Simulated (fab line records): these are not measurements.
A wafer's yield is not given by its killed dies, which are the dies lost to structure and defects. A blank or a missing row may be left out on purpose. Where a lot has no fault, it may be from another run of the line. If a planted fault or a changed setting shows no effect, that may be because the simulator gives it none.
Matching of chambers + flow nand harc + rie diel-05 running NHARC_A_CHANNEL_FILL_D1_ETCHBACK_20: 4 sister chambers
The step etches the open film in C4F8/O2/Ar, target depth 27 nm, time 13.5 s. 8 wafers are shown with their chamber, then 8 later ones without.

WAFERS PAIRED WITH THEIR CHAMBERS
| wafer  | chamber | rf vpp V (V) | oes product au (a.u.) |
|--------|---------|--------------|-----------------------|
| L079.2 | 0       | 987          | 1.00                  |
| L080.6 | 2       | 972          | 0.98                  |
| L085.3 | 3       | 970          | 0.99                  |
| L085.6 | 1       | 982          | 1.00                  |
| L089.1 | 3       | 968          | 0.92                  |
| L089.2 | 2       | 968          | 0.93                  |
| L089.3 | 0       | 987          | 0.93                  |
| L090.1 | 1       | 982          | 0.92                  |

WAFERS MISSING THEIR CHAMBER
| wafer  | rf vpp V (V) | oes product au (a.u.) |
|--------|--------------|-----------------------|
| L090.5 | 970          | 0.92                  |
| L090.6 | 987          | 0.92                  |
| L092.1 | 968          | 0.93                  |
| L092.3 | 981          | 0.92                  |
| L092.6 | 987          | 0.93                  |
| L097.2 | 968          | 1.00                  |
| L097.3 | 986          | 0.99                  |
| L097.5 | 987          | 1.00                  |

THE CHAMBER EACH PASSED THROUGH
| wafer  | from the rows above     | in truth |
|--------|-------------------------|----------|
| L090.5 | can't be placed: 2 or 3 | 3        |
| L090.6 | 0                       | 0        |
| L092.1 | can't be placed: 3 or 2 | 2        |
| L092.3 | 1                       | 1        |
| L092.6 | 0                       | 0        |
| L097.2 | can't be placed: 3 or 2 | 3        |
| L097.3 | can't be placed: 0 or 1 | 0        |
| L097.5 | 0                       | 0        |
Placed correctly: 4 of 8. From these rows, 4 cannot be placed; in 4 the true chamber is one of the candidates. Number placed wrongly: 0.
How it was worked out, from the rows above alone: a wafer's distance from a chamber is the root of the sum, over the readings, of the square of ((its reading less the chamber's mean) divided by the reading's scatter). If the next closest chamber is less than 2 further off than the closest, the wafer can't be placed; otherwise it belongs to the closest. For every chamber, the mean is computed from those of its wafers that are shown. The scatter: the root of (the sum of the squares of (reading less its chamber's mean) over the shown wafers, divided by (wafers less chambers)).
